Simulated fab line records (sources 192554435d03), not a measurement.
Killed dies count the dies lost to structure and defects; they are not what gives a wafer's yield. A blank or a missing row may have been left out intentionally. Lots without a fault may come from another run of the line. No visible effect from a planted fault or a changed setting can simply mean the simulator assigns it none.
fab line records ; flow n5_finfet
record lots=7; wafers=21; last_day=20
route steps=1938 shown MOL_CONTACT_COAG@533 PASSIVATION@1936
lots untouched by any fault: they come from a run of this same line in which no faults occurred
start_h: the number of hours between the record's first day and the start of the first shown wafer of the lot ; wait_h: time in hours since the lot's previous step ; " the same as in the row above ; L1.1+2: several wafers, shown together as one row ; - no value, or no start given ; * or withheld: withheld ; < > ~ a bound
route shown NAME@n: a module of which the file shows steps, and the number in the route of the first ; usual: the fault-free wafers' mean and standard deviation ; same: alike in all rows ; chamber/n: place in a boat ; sites: each site's reading ; _std_site: the values' standard deviation ; _edge_site: outer sites' mean less inner sites' ; radius_mm: for every site, how far away it sits from the centre of the wafer ; mask NAME#n: copy n ; behind: the most recent tool/chamber to have shaped the wafer ; hold: why the lot went on hold/how many hours it stayed there/how the hold came to an end ; device: the n, p or np transistor that did not switch ; end of line: tests of these same wafers at the route's end ; step lacking rows: just its recipe ; killed: count of dies lost to structure and defects at first sort (not the wafer's yield) ; map: shows each die of a wafer: x if killed, . if not, _ if none is there
set.NAME: the run value of the setting; set.NAME@STEP: its run value at that earlier step ; model.NAME: the simulator's own value behind a step, which no gauge read
a table for each step, a row for each wafer; lots at some steps of the route
services: from which hour (start_h, from the record's first day; less than 0 if before it) a tool's chamber was out of use, for how many hours, and why
## steps
# step N5_MOL_CONTACT_COAG_STRIP_107
# recipe chemistry=N2/H2; temp_c=40; n2_flow_sccm=200; h2_flow_sccm=200; rf_frequency_hz=6e+07
# step N5_MOL_CONTACT_COAG_STRIP_108
# recipe chemistry=N2/H2; temp_c=40; n2_flow_sccm=200; h2_flow_sccm=200; rf_frequency_hz=6e+07
# step N5_MOL_CONTACT_COAG_CONTACT_ETCH_14
# recipe chemistry=C4F6/O2; target=SiO2; target_depth_a=275; overetch_a=85; mask_material=SOC; pressure_mtorr=30; source_w=370; bias_w=185; Ar_flow_sccm=300; C4F6_flow_sccm=16; O2_flow_sccm=10; time_s=20; ion_energy_ev=259.6
# usual O2_flow_sccm=9.998/0.029; drypump_motor_current_A=5.6/0.41; oes_product_au=0.65/0.049; rf_vpp_V=692/3.4; showerhead_plenum_p_Torr=2.87/0.1; throttle_valve_pct=21.34/0.23
# same time_s=20
lot.wafer;tool;chamber;start_h;wait_h;O2_flow_sccm;drypump_motor_current_A;oes_product_au;rf_hours_counter_h;rf_vpp_V;showerhead_plenum_p_Torr;throttle_valve_pct
L185.1;rie_diel-01;3;87.81;0.0;10.041;5.0;0.68;105;689;2.78;21.28
L185.4;rie_diel-01;0;87.81;0.0;10.005;6.2;0.60;203;697;2.99;21.47
L185.6;rie_diel-01;1;87.81;0.0;10.011;5.8;0.70;-;698;3.06;21.16
L187.1;rie_diel-04;2;104.71;0.0;10.007;5.6;0.80;9;695;2.98;21.57
L187.3;rie_diel-04;0;104.71;0.0;9.983;5.8;0.67;108;693;2.89;20.78
L187.6;rie_diel-04;0;104.71;0.0;10.021;5.8;0.68;-;694;2.89;20.76
L188.2;rie_diel-04;2;110.42;0.0;10.019;5.6;0.80;10;696;2.98;21.58
L188.3;rie_diel-04;3;110.42;0.0;10.020;5.5;0.67;125;689;2.77;21.18
L188.6;rie_diel-04;0;110.42;0.0;10.020;5.8;0.67;-;695;2.89;20.77
L203.2;rie_diel-01;2;194.52;0.0;9.984;5.1;0.61;204;692;2.86;21.47
L203.4;rie_diel-01;0;194.52;0.0;10.010;6.3;0.58;239;695;2.97;21.54
L203.6;rie_diel-01;3;194.52;0.0;9.985;5.0;0.67;-;689;2.76;21.32
L204.1;rie_diel-05;2;200.19;0.0;9.953;5.3;0.60;226;696;2.99;21.53
L204.2;rie_diel-05;3;200.19;0.0;9.956;5.5;0.59;238;687;2.76;21.36
L204.5;rie_diel-05;3;200.19;0.0;10.004;5.5;0.58;-;688;2.76;21.36
L205.1;rie_diel-04;3;207.47;0.0;9.948;5.5;0.65;154;688;2.76;21.23
L205.2;rie_diel-04;0;207.47;0.0;9.998;5.9;0.65;138;693;2.88;20.80
L205.3;rie_diel-04;2;207.47;0.0;10.002;5.6;0.75;37;694;2.96;21.63
L208.2;rie_diel-04;1;229.71;0.0;10.003;6.1;0.62;191;688;2.77;21.59
L208.3;rie_diel-04;2;229.71;0.0;9.983;5.6;0.73;43;695;2.96;21.63
L208.5;rie_diel-04;0;229.71;0.0;9.948;5.8;0.65;-;694;2.87;20.82
# step N5_MOL_CONTACT_COAG_STRIP_109
# recipe chemistry=C4F6/O2; resist=SiARC; rf_frequency_hz=6e+07
# step N5_MOL_CONTACT_COAG_ETCH_15
# recipe chemistry=CH3F/O2; target=SiNx; target_depth_a=70; mask_material=SOC; stop_on=Si:P; over_etch_frac=0.75; ion_energy_ev=120; pressure_mtorr=30; source_w=395; bias_w=73; Ar_flow_sccm=150; CH3F_flow_sccm=30; O2_flow_sccm=20
# usual O2_flow_sccm=19.99/0.06; drypump_motor_current_A=5.6/0.4; oes_product_au=0.56/0.042; rf_vpp_V=298/7.7; showerhead_plenum_p_Torr=1.99/0.074; throttle_valve_pct=16.40/0.2
# same over_etch_frac=0.75
lot.wafer;tool;chamber;start_h;wait_h;O2_flow_sccm;drypump_motor_current_A;oes_product_au;rf_hours_counter_h;rf_vpp_V;showerhead_plenum_p_Torr;throttle_valve_pct
L185.1;rie_diel-01;3;87.85;0.0;19.99;5.1;0.59;105;301;1.92;16.31
L185.4;rie_diel-01;0;87.85;0.0;20.02;6.2;0.52;203;293;2.08;16.52
L185.6;rie_diel-01;1;87.85;0.0;20.00;5.8;0.61;-;314;2.13;16.14
L187.1;rie_diel-04;2;104.75;0.0;20.13;5.6;0.68;9;296;2.07;16.51
L187.3;rie_diel-04;0;104.75;0.0;19.95;5.8;0.58;108;313;2.01;15.94
L187.6;rie_diel-04;0;104.75;0.0;20.01;5.8;0.58;-;312;2.01;15.93
L188.2;rie_diel-04;2;110.45;0.0;20.00;5.6;0.69;10;299;2.07;16.51
L188.3;rie_diel-04;3;110.45;0.0;19.97;5.5;0.58;125;289;1.92;16.28
L188.6;rie_diel-04;0;110.45;0.0;20.02;5.8;0.58;-;313;2.01;15.93
L203.2;rie_diel-01;2;194.56;0.0;20.04;5.1;0.52;204;292;1.99;16.56
L203.4;rie_diel-01;0;194.56;0.0;20.01;6.2;0.50;239;293;2.07;16.61
L203.6;rie_diel-01;3;194.56;0.0;20.08;5.0;0.57;-;301;1.91;16.39
L204.1;rie_diel-05;2;200.23;0.0;19.95;5.3;0.51;226;301;2.08;16.56
L204.2;rie_diel-05;3;200.23;0.0;20.03;5.5;0.50;238;293;1.91;16.40
L204.5;rie_diel-05;3;200.23;0.0;20.04;5.4;0.50;-;293;1.91;16.41
L205.1;rie_diel-04;3;207.51;0.0;19.90;5.5;0.56;154;287;1.91;16.34
L205.2;rie_diel-04;0;207.51;0.0;19.92;5.8;0.56;138;312;2.00;15.97
L205.3;rie_diel-04;2;207.51;0.0;20.01;5.6;0.64;37;297;2.06;16.56
L208.2;rie_diel-04;1;229.75;0.0;19.95;6.1;0.53;191;291;1.92;16.65
L208.3;rie_diel-04;2;229.75;0.0;19.93;5.6;0.63;43;297;2.06;16.59
L208.5;rie_diel-04;0;229.75;0.0;19.97;5.8;0.57;-;313;2.00;15.98
# step N5_MOL_CONTACT_COAG_ETCH_110
# recipe chemistry=CF4/O2; target=Si; target_depth_a=25; time_s=8; pressure_mtorr=100; source_w=200; bias_w=12; ion_energy_ev=60; Ar_flow_sccm=100; cf4_flow_sccm=100; O2_flow_sccm=10
# usual O2_flow_sccm=9.999/0.029; drypump_motor_current_A=5.6/0.41; oes_product_au=0.76/0.065; rf_vpp_V=128/4; showerhead_plenum_p_Torr=2.21/0.073; throttle_valve_pct=10.81/0.19
# same time_s=8
lot.wafer;tool;chamber;start_h;wait_h;O2_flow_sccm;drypump_motor_current_A;oes_product_au;rf_hours_counter_h;rf_vpp_V;showerhead_plenum_p_Torr;throttle_valve_pct
L185.1;rie_diel-01;3;87.91;0.0;10.000;5.1;0.79;105;129;2.15;10.77
L185.4;rie_diel-01;0;87.91;0.0;10.011;6.2;0.71;203;125;2.30;10.97
L185.6;rie_diel-01;1;87.91;0.0;10.029;5.8;0.82;-;136;2.34;10.50
L187.1;rie_diel-04;2;104.81;0.0;9.939;5.6;0.97;9;129;2.29;10.73
L187.3;rie_diel-04;0;104.81;0.0;9.989;5.8;0.78;108;135;2.22;10.38
L187.6;rie_diel-04;0;104.81;0.0;10.021;5.8;0.79;-;135;2.22;10.35
L188.2;rie_diel-04;2;110.51;0.0;9.995;5.6;0.95;10;128;2.29;10.72
L188.3;rie_diel-04;3;110.51;0.0;9.968;5.5;0.82;125;122;2.14;10.73
L188.6;rie_diel-04;0;110.51;0.0;10.005;5.8;0.79;-;133;2.22;10.38
L203.2;rie_diel-01;2;194.62;0.0;10.041;5.1;0.72;204;125;2.19;10.94
L203.4;rie_diel-01;0;194.62;0.0;9.973;6.2;0.69;239;125;2.28;11.07
L203.6;rie_diel-01;3;194.62;0.0;9.982;5.1;0.77;-;129;2.14;10.86
L204.1;rie_diel-05;2;200.29;0.0;9.981;5.3;0.69;226;129;2.29;11.00
L204.2;rie_diel-05;3;200.29;0.0;10.009;5.5;0.66;238;126;2.12;10.89
L204.5;rie_diel-05;3;200.29;0.0;10.036;5.5;0.66;-;127;2.12;10.88
L205.1;rie_diel-04;3;207.57;0.0;10.025;5.5;0.79;154;121;2.13;10.79
L205.2;rie_diel-04;0;207.57;0.0;9.967;5.8;0.77;138;136;2.21;10.44
L205.3;rie_diel-04;2;207.57;0.0;10.052;5.6;0.90;37;129;2.28;10.82
L208.2;rie_diel-04;1;229.81;0.0;9.997;6.1;0.73;191;126;2.14;11.13
L208.3;rie_diel-04;2;229.81;0.0;10.055;5.6;0.89;43;128;2.28;10.83
L208.5;rie_diel-04;0;229.81;0.0;10.008;5.8;0.75;-;134;2.21;10.47
# step N5_MOL_CONTACT_COAG_STRIP_98
# recipe chemistry=N2/H2; power_w=500; temp_c=40; pressure_mtorr=50; rf_frequency_hz=6e+07; overash_fraction=0.3; bias_power_w=8; h2_frac=0.5; n2_flow_sccm=300; h2_flow_sccm=300
# step N5_MOL_CONTACT_COAG_CD_MEAS_99
# recipe target_cd_nm=17.2; polarity=opening
# usual cd_nm=17.0/0.38
lot.wafer;tool;chamber;start_h;wait_h;cd_nm
L185.1;cd_sem-03;-;88.03;-;17.3
L185.4;cd_sem-03;-;88.03;-;17.5
L185.6;cd_sem-03;-;88.03;-;16.8
L187.1;cd_sem-03;-;104.92;-;16.5
L187.3;cd_sem-03;-;104.92;-;16.1
L187.6;cd_sem-03;-;104.92;-;16.4
L188.2;cd_sem-02;-;110.63;-;16.3
L188.3;cd_sem-02;-;110.63;-;16.9
L188.6;cd_sem-02;-;110.63;-;16.1
L203.2;cd_sem-02;-;194.74;-;17.0
L203.4;cd_sem-02;-;194.74;-;16.9
L203.6;cd_sem-02;-;194.74;-;17.1
L204.1;cd_sem-02;-;200.42;-;17.1
L204.2;cd_sem-02;-;200.42;-;17.1
L204.5;cd_sem-02;-;200.42;-;17.2
L205.1;cd_sem-01;-;207.69;-;17.7
L205.2;cd_sem-01;-;207.69;-;16.6
L205.3;cd_sem-01;-;207.69;-;16.7
L208.2;cd_sem-02;-;229.93;-;17.5
L208.3;cd_sem-02;-;229.93;-;17.2
L208.5;cd_sem-02;-;229.93;-;17.0
# step N5_MOL_CONTACT_COAG_IMPLANT_129
# recipe species=Ge; energy_kev=3; dose_cm2=6e+14; tilt_deg=0; rotation_deg=0
# step N5_MOL_CONTACT_COAG_PRECLEAN_111
# recipe chemistry=NF3:NH3; afs_cycles=1; temp_c=30; time_s=20; sublimation_temp_c=180; sublimation_time_s=60; pressure_torr=3; rf_power_w=30
# step N5_MOL_CONTACT_COAG_TI_SIL_19
# recipe material=Ti; target_thk_a=42; temp_c=200; chamber_pressure_pa=5; power_w=5000; time_s=15
# usual throttle_valve_pct=29.7/0.86
# same time_s=15
lot.wafer;tool;chamber;start_h;wait_h;throttle_valve_pct
L185.1;pvd_sputter-02;-;90.17;0.2;28.7
L185.4;pvd_sputter-02;-;90.17;0.2;30.5
L185.6;pvd_sputter-02;-;90.17;0.2;29.4
L187.1;pvd_sputter-02;-;105.46;0.2;30.4
L187.3;pvd_sputter-02;-;105.46;0.2;29.5
L187.6;pvd_sputter-02;-;105.46;0.2;29.4
L188.2;pvd_sputter-02;-;111.50;0.4;29.4
L188.3;pvd_sputter-02;-;111.50;0.4;29.4
L188.6;pvd_sputter-02;-;111.50;0.4;29.4
L203.2;pvd_sputter-03;-;195.19;0.1;28.9
L203.4;pvd_sputter-03;-;195.19;0.1;31.2
L203.6;pvd_sputter-03;-;195.19;0.1;29.2
L204.1;pvd_sputter-01;-;202.18;0.3;30.6
L204.2;pvd_sputter-01;-;202.18;0.3;30.7
L204.5;pvd_sputter-01;-;202.18;0.3;30.3
L205.1;pvd_sputter-01;-;208.59;0.2;28.7
L205.2;pvd_sputter-01;-;208.59;0.2;28.9
L205.3;pvd_sputter-01;-;208.59;0.2;31.1
L208.2;pvd_sputter-02;-;232.13;0.2;30.5
L208.3;pvd_sputter-02;-;232.13;0.2;28.9
L208.5;pvd_sputter-02;-;232.13;0.2;29.7
# step N5_MOL_CONTACT_COAG_ALD_20
# recipe material=TiN; target_thk_a=15; temp_c=400; ald_precursor_family=TiCl4; ald_co_reactant=NH3; pulse_time_s=1; purge_time_s=3; co_reactant_purge_time_s=2; co_reactant_pulse_time_s=2; ald_cycles=68; pressure_torr=3
# usual heater_power_w=891/77; precursor_pulse_height_rel=1.000/0.019
# same co_reactant_pulse_time_s=2
lot.wafer;tool;chamber;start_h;wait_h;heater_power_w;precursor_pulse_height_rel
L185.1;ald_metal-02;3;90.29;0.1;879;0.990
L185.4;ald_metal-02;1;90.29;0.1;901;0.991
L185.6;ald_metal-02;0;90.29;0.1;913;1.034
L187.1;ald_metal-02;3;105.58;0.1;865;0.988
L187.3;ald_metal-02;0;105.58;0.1;890;0.984
L187.6;ald_metal-02;1;105.58;0.1;899;1.003
L188.2;ald_metal-02;3;111.62;0.1;862;0.988
L188.3;ald_metal-02;2;111.62;0.1;976;1.037
L188.6;ald_metal-02;0;111.62;0.1;921;1.009
L203.2;ald_metal-04;3;195.31;0.1;868;0.999
L203.4;ald_metal-04;2;195.31;0.1;898;1.027
L203.6;ald_metal-04;0;195.31;0.1;736;1.034
L204.1;ald_metal-02;1;202.30;0.1;901;1.017
L204.2;ald_metal-02;0;202.30;0.1;925;0.989
L204.5;ald_metal-02;1;202.30;0.1;884;0.976
L205.1;ald_metal-04;3;208.71;0.1;877;1.018
L205.2;ald_metal-04;2;208.71;0.1;887;0.986
L205.3;ald_metal-04;0;208.71;0.1;735;0.999
L208.2;ald_metal-02;0;232.25;0.1;908;0.991
L208.3;ald_metal-02;1;232.25;0.1;905;0.998
L208.5;ald_metal-02;0;232.25;0.1;932;0.986
# step N5_MOL_CONTACT_COAG_SIL_ANNEAL_21
# recipe temp_c=550; time_s=60; ambient=N2
# usual lamp_power_pct=6.73/0.095; lamp_zone_1_pct=6.73/0.095; lamp_zone_3_pct=6.73/0.095; time_s=60/0; wafer_temp_C_max=552.1/0.66
lot.wafer;tool;chamber;start_h;wait_h;lamp_power_pct;lamp_zone_1_pct;lamp_zone_3_pct;time_s;wafer_temp_C_max
L185.1;rtp_anneal-01;0;90.67;0.2;6.66;6.65;6.66;60;552.1
L185.4;rtp_anneal-01;0;90.67;0.2;6.65;6.66;6.66;60;552.1
L185.6;rtp_anneal-01;0;90.67;0.2;6.66;6.65;6.66;60;551.9
L187.1;rtp_anneal-01;0;105.95;0.2;6.66;6.66;6.65;60;551.9
L187.3;rtp_anneal-01;0;105.95;0.2;6.67;6.66;6.66;60;552.1
L187.6;rtp_anneal-01;0;105.95;0.2;6.65;6.65;6.66;60;552.0
L188.2;rtp_anneal-02;0;112.03;0.2;6.85;6.84;6.85;60;552.1
L188.3;rtp_anneal-02;0;112.03;0.2;6.85;6.86;6.85;60;552.3
L188.6;rtp_anneal-02;0;112.03;0.2;6.86;6.85;6.84;60;552.7
L203.2;rtp_anneal-02;-;195.90;0.4;-;-;-;-;-
L203.4;rtp_anneal-02;-;195.90;0.4;-;-;-;-;-
L203.6;rtp_anneal-02;-;195.90;0.4;-;-;-;-;-
L204.1;rtp_anneal-02;-;202.68;0.2;-;-;-;-;-
L204.2;rtp_anneal-02;-;202.68;0.2;-;-;-;-;-
L204.5;rtp_anneal-02;-;202.68;0.2;-;-;-;-;-
L205.1;rtp_anneal-02;-;209.08;0.2;-;-;-;-;-
L205.2;rtp_anneal-02;-;209.08;0.2;-;-;-;-;-
L205.3;rtp_anneal-02;-;209.08;0.2;-;-;-;-;-
L208.2;rtp_anneal-01;0;232.66;0.2;6.65;6.65;6.66;60;551.3
L208.3;rtp_anneal-01;0;232.66;0.2;6.65;6.65;6.65;60;551.4
L208.5;rtp_anneal-01;0;232.66;0.2;6.65;6.66;6.64;60;551.4
# step N5_MOL_CONTACT_COAG_PRE_CLEAN_141
# recipe gas=H2/He; time_s=60; temp_c=300
# step N5_PASSIVATION_PROBE_49
# usual killed_at_M0_to_M3=36/10; killed_at_M4_up=14/5.2; killed_at_contacts=12/6; killed_at_front_end=37/10; killed_at_other=4/3.3; killed_dies=104/18; killed_open=68/14; killed_short=34/7.4
# same gross_dies=1180; killed_at_back_side=0
lot.wafer;tool;chamber;start_h;wait_h;killed_at_M0_to_M3;killed_at_M4_up;killed_at_contacts;killed_at_front_end;killed_at_other;killed_dies;killed_open;killed_short
L187.1;prober-01;-;338.27;0.0;33;3;20;33;4;93;52;41
L187.3;prober-01;-;338.37;0.1;35;8;6;19;0;68;42;25
L187.6;prober-01;-;338.52;0.3;42;13;8;28;4;95;58;37
L204.5;prober-01;-;439.25;0.2;31;14;5;32;13;95;56;28
L203.2;prober-02;-;439.47;0.1;74;11;7;28;11;131;96;34
L203.6;prober-02;-;439.67;0.3;38;18;8;27;2;93;67;26
# killed by level:class
L187.1 MOL_CONTACT_COAG:geometric_particle:open=15 BEOL_M0_SAQP:geometric_particle:short=9 FIN_SAQP:geometric_particle:short=8 BEOL_M2:geometric_particle:open=6 BEOL_M0_SAQP:geometric_particle:open=6 DUMMY_GATE:geometric_particle:open=5 GATE_CUT:geometric_particle:short=5 MOL_CONTACT_COAG:geometric_particle:short=5
L187.3 BEOL_M2:geometric_particle:open=8 MOL_CONTACT_COAG:geometric_particle:open=6 BEOL_M1:geometric_particle:open=6 FIN_SAQP:geometric_particle:open=4 BEOL_M1:geometric_particle:short=4 BEOL_M0_SAQP:geometric_particle:open=4 BEOL_M0_SAQP:geometric_particle:short=4 STARTING-WAFER:geometric_particle:short=4
L187.6 BEOL_M0_SAQP:geometric_particle:open=11 BEOL_M1:geometric_particle:open=7 BEOL_M4:geometric_particle:open=7 MOL_CONTACT_COAG:geometric_particle:open=6 BEOL_M0_SAQP:geometric_particle:short=6 FIN_SAQP:geometric_particle:open=5 STI_FIN_REVEAL:geometric_particle:open=5 BEOL_M1:geometric_particle:short=5
L204.5 DUMMY_GATE:geometric_particle:open=12 BEOL_M0_SAQP:geometric_particle:open=10 PASSIVATION:area_etch=10 BEOL_M3:geometric_particle:open=7 BEOL_M0_SAQP:geometric_particle:short=6 BEOL_M4:geometric_particle:open=5 STI_FIN_REVEAL:geometric_particle:open=4 FIN_SAQP:geometric_particle:short=3
L203.2 BEOL_M1:geometric_particle:open=19 BEOL_M3:geometric_particle:open=11 BEOL_M0_SAQP:geometric_particle:short=10 BEOL_M0_SAQP:geometric_particle:open=10 BEOL_M2:geometric_particle:open=8 STI_FIN_REVEAL:geometric_particle:open=7 MOL_CONTACT_COAG:geometric_particle:open=7 PASS1_CAP:geometric_particle:open=6
L203.6 BEOL_M3:geometric_particle:open=11 BEOL_M2:geometric_particle:open=9 BEOL_M1:geometric_particle:open=8 BEOL_M4:geometric_particle:open=8 DUMMY_GATE:geometric_particle:open=7 MOL_CONTACT_COAG:geometric_particle:open=6 FIN_SAQP:geometric_particle:open=5 STI_FIN_REVEAL:geometric_particle:open=4
## services
tool;chamber;start_h;hours;kind
ald_metal-02;-;79.30;8.7;pm
pvd_sputter-01;-;87.01;31.7;repair
ald_metal-02;2;94.63;-;calibration
pvd_sputter-03;-;99.50;1.7;repair
ald_metal-04;2;111.80;4.2;repair
ald_metal-02;3;154.09;15.1;repair
pvd_sputter-01;-;155.50;4.5;repair
rie_diel-01;2;171.91;16.9;repair
ald_metal-04;-;187.06;0.8;repair
rie_diel-04;2;196.85;3.7;repair
pvd_sputter-01;-;219.23;4.0;repair
rie_diel-01;0;223.62;-;clean
rie_diel-01;0;223.62;-;consumable_replace:focus_ring
rie_diel-01;0;223.62;32.8;scheduled_down
rie_diel-01;0;223.62;32.8;vent_cycle
## key
first_sign step=N5_MOL_CONTACT_COAG_SIL_ANNEAL_21; reading=tool_record; direction=missing
effect none on later readings
met_at N5_MOL_CONTACT_COAG_SIL_ANNEAL_21
struck_wafers L203.2,L203.4,L203.6,L204.1,L204.2,L204.5,L205.1,L205.2,L205.3
rows_end L203.4,L205.1,L205.2,L205.3
tester_left_out L203,L204
baseline_loss step=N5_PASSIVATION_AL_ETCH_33; wafers=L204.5
onset_between 112.03 195.90
fault kind=skipped_step_whole; tool=rtp_anneal-02; chamber=-; onset_h=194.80; steps=N5_MOL_CONTACT_COAG_SIL_ANNEAL_21; scope=struck_lots_only
# tester_left_out: of these lots the tester's yield and bins aren't shown, on N5 and GAA mostly nor the transistor test; their killed dies are dies lost to structure and defects alone, not to doping, threshold or leakage, so they don't give the yield
# rows_end: these wafers met a further fault down the route, and their rows from its step on are left out
# baseline_loss: these wafers lose ten dies or more at that step, a loss of the line's own and not of a fault; the sort's usual values leave them out
